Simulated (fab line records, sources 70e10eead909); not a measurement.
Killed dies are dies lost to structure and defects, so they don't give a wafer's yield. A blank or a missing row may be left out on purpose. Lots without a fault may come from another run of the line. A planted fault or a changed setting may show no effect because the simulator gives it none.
Which tool did it? | flow nand_harc | 24 lots, 72 wafers sampled, at 4 steps of a route of 1159

WHAT THE GAUGES READ, wafer by wafer
NHARC_A_WL_FILL_INSPECT_15. Usual: raw_defect_count 419, standard deviation 160.
lot  | measured     | on                | raw_defect_count | flag
L074 | day 15 18:24 | defect_inspect-02 | 522 624 373      |
L075 | day 16 08:32 | defect_inspect-02 | 581 490 370      |
L076 | day 16 08:35 | defect_inspect-02 | 221 295 254      |
L077 | day 16 12:56 | defect_inspect-02 | 226 278 266      |
L079 | day 16 18:31 | defect_inspect-02 | 306 422 280      |
L080 | day 16 18:33 | defect_inspect-01 | 788 768 426      |
L078 | day 17 00:03 | defect_inspect-02 | 299 359 622      |
L081 | day 17 18:49 | defect_inspect-02 | 281 424 225      |
L083 | day 18 08:34 | defect_inspect-02 | 464 730 368      |
L082 | day 18 08:40 | defect_inspect-01 | 422 293 359      |
L084 | day 18 13:34 | defect_inspect-02 | 461 287 264      |
L087 | day 18 20:20 | defect_inspect-02 | 301 359 411      |
L086 | day 18 20:19 | defect_inspect-01 | 475 494 510      |
L088 | day 19 04:11 | defect_inspect-01 | 367 576 515      |
L085 | day 19 04:32 | defect_inspect-01 | 316 272 501      |
L089 | day 19 22:31 | defect_inspect-02 | 419 557 359      |
L090 | day 19 22:36 | defect_inspect-02 | 446 326 318      |
L091 | day 20 10:48 | defect_inspect-01 | 503 637 463      |
L092 | day 20 10:49 | defect_inspect-02 | 270 428 309      |
L095 | day 21 16:45 | defect_inspect-01 | 447 398 415      |
L094 | day 21 13:57 | defect_inspect-01 | 241 269 502      |
L097 | day 22 02:46 | defect_inspect-02 | 423 409 436      |
L093 | day 21 22:05 | defect_inspect-01 | 382 267 376      |
L096 | day 22 00:40 | defect_inspect-02 | 362 256 425      |

WHICH TOOL RAN EACH LOT (tool, then ch and the chambers of the sampled wafers, then the start)
lot  | NHARC_A_SLIT_ETCH_24               | NHARC_A_WL_FILL_ALD_02              | NHARC_A_WL_FILL_ETCHBACK_05
L074 | rie_diel-08 ch 0,1,3, day 13 23:23 | ald_metal-01 ch 0,1,2, day 14 12:39 | rie_metal-01 ch 0,1, day 14 17:47
L075 | rie_diel-13 ch 0,2,3, day 14 15:25 | ald_metal-01 ch 1,2,3, day 15 05:16 | rie_metal-01 ch 0,1, day 15 12:44
L076 | rie_diel-05 ch 2,3, day 14 16:49   | ald_metal-04 ch 0,1,3, day 15 04:56 | rie_metal-01 ch 0,1, day 15 09:52
L077 | rie_diel-13 ch 1,2, day 14 17:23   | ald_metal-03 ch 0,2, day 15 05:09   | rie_metal-03 ch 0,1, day 15 12:41
L079 | rie_diel-05 ch 0,2,3, day 14 23:28 | ald_metal-04 ch 0,3, day 15 11:02   | rie_metal-02 ch 0,1, day 15 20:51
L080 | rie_diel-08 ch 0,1,3, day 14 23:47 | ald_metal-01 ch 1,2,3, day 15 11:02 | rie_metal-01 ch 1, day 15 20:47
L078 | rie_diel-13 ch 0,1,3, day 15 08:27 | ald_metal-03 ch 0,2,3, day 15 20:15 | rie_metal-02 ch 0,1, day 16 01:04
L081 | rie_diel-05 ch 0,1,2, day 16 01:09 | ald_metal-03 ch 0,2,3, day 16 13:46 | rie_metal-03 ch 0,1, day 16 21:16
L083 | rie_diel-05 ch 0,2,3, day 16 17:29 | ald_metal-01 ch 0,1,2, day 17 05:11 | rie_metal-01 ch 0,1, day 17 09:10
L082 | rie_diel-08 ch 2,3, day 16 17:58   | ald_metal-04 ch 0,1, day 17 05:11   | rie_metal-03 ch 0,1, day 17 12:02
L084 | rie_diel-05 ch 0,1,2, day 16 22:15 | ald_metal-03 ch 0,1,3, day 17 09:56 | rie_metal-03 ch 0,1, day 17 16:10
L087 | rie_diel-08 ch 1,2, day 17 06:32   | ald_metal-01 ch 0,2, day 17 18:58   | rie_metal-01 ch 0,1, day 17 22:58
L086 | rie_diel-08 ch 0,2,3, day 17 07:11 | ald_metal-04 ch 0,1,3, day 17 18:48 | rie_metal-03 ch 0,1, day 17 22:47
L088 | rie_diel-13 ch 0,1,2, day 17 07:43 | ald_metal-01 ch 2,3, day 17 21:43   | rie_metal-03 ch 0, day 18 02:31
L085 | rie_diel-08 ch 0,1,2, day 17 08:36 | ald_metal-03 ch 0,2, day 17 21:44   | rie_metal-01 ch 0, day 18 02:49
L089 | rie_diel-13 ch 2,3, day 18 05:11   | ald_metal-01 ch 1,2,3, day 18 19:29 | rie_metal-03 ch 0, day 18 23:27
L090 | rie_diel-08 ch 2,3, day 18 06:55   | ald_metal-03 ch 0,1, day 18 19:17   | rie_metal-01 ch 0,1, day 18 23:17
L091 | rie_diel-13 ch 2,3, day 18 19:13   | ald_metal-01 ch 0,2,3, day 19 09:23 | rie_metal-01 ch 0,1, day 19 13:17
L092 | rie_diel-08 ch 0,2, day 18 19:37   | ald_metal-03 ch 1,2, day 19 09:26   | rie_metal-03 ch 0,1, day 19 13:44
L095 | rie_diel-13 ch 0,1,2, day 19 12:50 | ald_metal-03 ch 0,2,3, day 20 00:26 | rie_metal-01 ch 0,1, day 20 04:25
L094 | rie_diel-08 ch 0,2,3, day 19 14:05 | ald_metal-04 ch 1,2,3, day 20 00:36 | rie_metal-02 ch 0,1, day 20 04:35
L097 | rie_diel-05 ch 0,1,2, day 20 01:49 | ald_metal-01 ch 2,3, day 20 16:11   | rie_metal-03 ch 0,1, day 20 20:10
L093 | rie_diel-08 ch 1,2,3, day 20 01:58 | ald_metal-03 ch 0,1,2, day 20 16:22 | rie_metal-02 ch 0,1, day 20 20:20
L096 | rie_diel-05 ch 0,2,3, day 20 02:33 | ald_metal-04 ch 0,1,3, day 20 16:35 | rie_metal-03 ch 0,1, day 20 22:58
- NHARC_A_SLIT_ETCH_24: etches the open film in CF4/CHF3, target depth 121 nm, time 60.5 s.
- NHARC_A_WL_FILL_ALD_02: deposits TiN, target thk 2 nm, pulse time 3 s, ald cycles 100.
- NHARC_A_WL_FILL_ETCHBACK_05: etches the open film in Cl2/BCl3, target depth 22 nm, time 60 s.

WHAT THE TOOLS THEMSELVES READ (means of the sampled wafers that have a number; where no wafer has one, the mark that the record gives instead)
NHARC_A_SLIT_ETCH_24. Usual: cf4_flow_sccm 100.0 sccm, standard deviation 0.3; drypump_motor_current_A 5.7 A, standard deviation 0.33; oes_product_au 0.963 a.u., standard deviation 0.02; rf_fwd_power_W 495.0 W, standard deviation 2; rf_vpp_V 370.5 V, standard deviation 2.1; showerhead_plenum_p_Torr 1.57 Torr, standard deviation 0.061; throttle_valve_pct 16.804 %, standard deviation 0.0088.
lot  | tool        | cf4_flow_sccm (sccm) | drypump_motor_current_A (A) | oes_product_au (a.u.) | rf_fwd_power_W (W) | rf_vpp_V (V) | showerhead_plenum_p_Torr (Torr) | throttle_valve_pct (%) | flag
L074 | rie_diel-08 | 99.9                 | 5.7                         | 0.974                 | 496.4              | 370.6        | 1.55                            | 16.813                 |
L075 | rie_diel-13 | 100.0                | 5.5                         | 0.969                 | 494.5              | 370.6        | 1.56                            | 16.802                 |
L076 | rie_diel-05 | 99.9                 | 6.0                         | 0.930                 | 494.1              | 369.9        | 1.56                            | 16.796                 |
L077 | rie_diel-13 | 99.6                 | 5.2                         | 0.962                 | 494.7              | 370.5        | 1.54                            | 16.810                 |
L079 | rie_diel-05 | 99.9                 | 5.9                         | 0.925                 | 494.0              | 369.6        | 1.57                            | 16.800                 |
L080 | rie_diel-08 | 99.9                 | 5.7                         | 0.928                 | 495.5              | 370.0        | 1.55                            | 16.799                 |
L078 | rie_diel-13 | 100.3                | 5.6                         | 0.976                 | 493.9              | 371.6        | 1.60                            | 16.804                 |
L081 | rie_diel-05 | 99.8                 | 5.6                         | 0.976                 | 493.8              | 369.7        | 1.55                            | 16.809                 |
L083 | rie_diel-05 | 99.8                 | 5.9                         | 0.949                 | 494.5              | 370.4        | 1.57                            | 16.801                 |
L082 | rie_diel-08 | 99.5                 | 5.8                         | 0.987                 | 495.6              | 373.0        | 1.62                            | 16.811                 |
L084 | rie_diel-05 | 99.9                 | 5.7                         | 0.964                 | 494.8              | 369.4        | 1.55                            | 16.805                 |
L087 | rie_diel-08 | 100.0                | 5.9                         | 0.969                 | 495.0              | 371.4        | 1.61                            | 16.799                 |
L086 | rie_diel-08 | 100.2                | 5.7                         | 0.974                 | 495.3              | 370.5        | 1.58                            | 16.812                 |
L088 | rie_diel-13 | 99.8                 | 5.5                         | 0.977                 | 494.5              | 370.0        | 1.55                            | 16.806                 |
L085 | rie_diel-08 | 100.0                | 5.8                         | 0.986                 | 495.4              | 371.3        | 1.60                            | 16.802                 |
L089 | rie_diel-13 | 99.7                 | 5.4                         | 0.971                 | 498.1              | 371.4        | 1.61                            | 16.809                 |
L090 | rie_diel-08 | 100.1                | 5.8                         | 0.959                 | 496.6              | 372.5        | 1.62                            | 16.802                 |
L091 | rie_diel-13 | 100.2                | 5.3                         | 0.976                 | 497.3              | 370.0        | 1.55                            | 16.801                 |
L092 | rie_diel-08 | 99.8                 | 5.7                         | 0.975                 | 494.5              | 372.9        | 1.64                            | 16.803                 |
L095 | rie_diel-13 | 100.0                | 5.5                         | 0.981                 | 494.2              | 369.8        | 1.55                            | 16.789                 |
L094 | rie_diel-08 | 100.0                | 5.7                         | 0.974                 | 495.3              | 371.4        | 1.58                            | 16.808                 |
L097 | rie_diel-05 | 99.8                 | 5.6                         | 0.966                 | 496.1              | 368.6        | 1.55                            | 16.795                 |
L093 | rie_diel-08 | 99.8                 | 5.8                         | 0.929                 | 495.5              | 371.6        | 1.59                            | 16.810                 |
L096 | rie_diel-05 | 100.2                | 5.9                         | 0.963                 | 494.2              | 370.0        | 1.57                            | 16.801                 |

NHARC_A_WL_FILL_ALD_02. Usual: heater_power_w 1114 W, standard deviation 97; precursor_pulse_height_rel 0.998, standard deviation 0.02.
lot  | tool         | heater_power_w (W) | precursor_pulse_height_rel | flag
L074 | ald_metal-01 | 1095               | 1.011                      |
L075 | ald_metal-01 | 1134               | 0.993                      |
L076 | ald_metal-04 | 1104               | 1.003                      |
L077 | ald_metal-03 | 1062               | 0.998                      |
L079 | ald_metal-04 | 1021               | 0.986                      |
L080 | ald_metal-01 | 1136               | 1.001                      |
L078 | ald_metal-03 | 1027               | 1.006                      |
L081 | ald_metal-03 | 1027               | 1.002                      |
L083 | ald_metal-01 | 1093               | 0.996                      |
L082 | ald_metal-04 | 1142               | 0.993                      |
L084 | ald_metal-03 | 1054               | 0.991                      |
L087 | ald_metal-01 | 1092               | 1.001                      |
L086 | ald_metal-04 | 1104               | 0.993                      |
L088 | ald_metal-01 | 1122               | 1.001                      |
L085 | ald_metal-03 | 1095               | 1.014                      |
L089 | ald_metal-01 | 1141               | 0.988                      |
L090 | ald_metal-03 | 1130               | 0.996                      |
L091 | ald_metal-01 | 1122               | 0.984                      |
L092 | ald_metal-03 | 1160               | 0.986                      |
L095 | ald_metal-03 | 1023               | 1.001                      |
L094 | ald_metal-04 | 1185               | 0.995                      |
L097 | ald_metal-01 | 1192               | 1.009                      |
L093 | ald_metal-03 | 1124               | 0.988                      |
L096 | ald_metal-04 | 1101               | 1.015                      |

NHARC_A_WL_FILL_ETCHBACK_05. Usual: drypump_motor_current_A 5.9 A, standard deviation 0.57; oes_product_au 1.003 a.u., standard deviation 0.0067; temp_c 40.01 C, standard deviation 0.11.
lot  | tool         | drypump_motor_current_A (A) | oes_product_au (a.u.) | temp_c (C) | flag
L074 | rie_metal-01 | 6.0                         | 0.999                 | 39.94      |
L075 | rie_metal-01 | 6.1                         | 1.011                 | 40.04      |
L076 | rie_metal-01 | 6.2                         | 1.008                 | 39.98      |
L077 | rie_metal-03 | 6.2                         | 0.999                 | 40.02      |
L079 | rie_metal-02 | 5.2                         | 1.012                 | 40.04      |
L080 | rie_metal-01 | 5.8                         | 1.007                 | 40.14      |
L078 | rie_metal-02 | 5.4                         | 1.006                 | 39.98      |
L081 | rie_metal-03 | 6.1                         | 0.999                 | 40.02      |
L083 | rie_metal-01 | 6.0                         | 1.002                 | 40.06      |
L082 | rie_metal-03 | 6.1                         | 0.996                 | 39.95      |
L084 | rie_metal-03 | 5.7                         | 1.006                 | 39.98      |
L087 | rie_metal-01 | 6.0                         | 1.006                 | 40.00      |
L086 | rie_metal-03 | 6.2                         | 1.002                 | 40.03      |
L088 | rie_metal-03 | 5.2                         | 0.998                 | 40.14      |
L085 | rie_metal-01 | 6.3                         | 1.003                 | 39.98      |
L089 | rie_metal-03 | 5.2                         | 0.997                 | 40.03      |
L090 | rie_metal-01 | 6.0                         | 1.006                 | 40.01      |
L091 | rie_metal-01 | 6.1                         | 1.004                 | 40.07      |
L092 | rie_metal-03 | 5.7                         | 0.998                 | 39.94      |
L095 | rie_metal-01 | 6.1                         | 0.996                 | 40.02      |
L094 | rie_metal-02 | 5.2                         | 1.005                 | 39.99      |
L097 | rie_metal-03 | 5.7                         | 0.997                 | 40.01      |
L093 | rie_metal-02 | 5.4                         | 1.006                 | 40.01      |
L096 | rie_metal-03 | 5.7                         | 0.998                 | 40.03      |

THE ANSWER, worked out from the rows above alone
Rule: a lot is off if the mean of its wafers that have a number lies more than 3 standard deviations from the usual mean. A lot without any number at a reading at which 4 lots or more have one is off too. The other lots that the step has rows for count as sound. The gauges are gone through in route order, then the tools' own readings, and for those a lot's mean is taken as printed above. The first step at which some lot is off is used, and at that step the reading that is off furthest; a lot without a number counts as furthest.
No lot is off at any reading shown: from this, nothing can be told.

WHAT THE SIMULATOR HAD PUT IN
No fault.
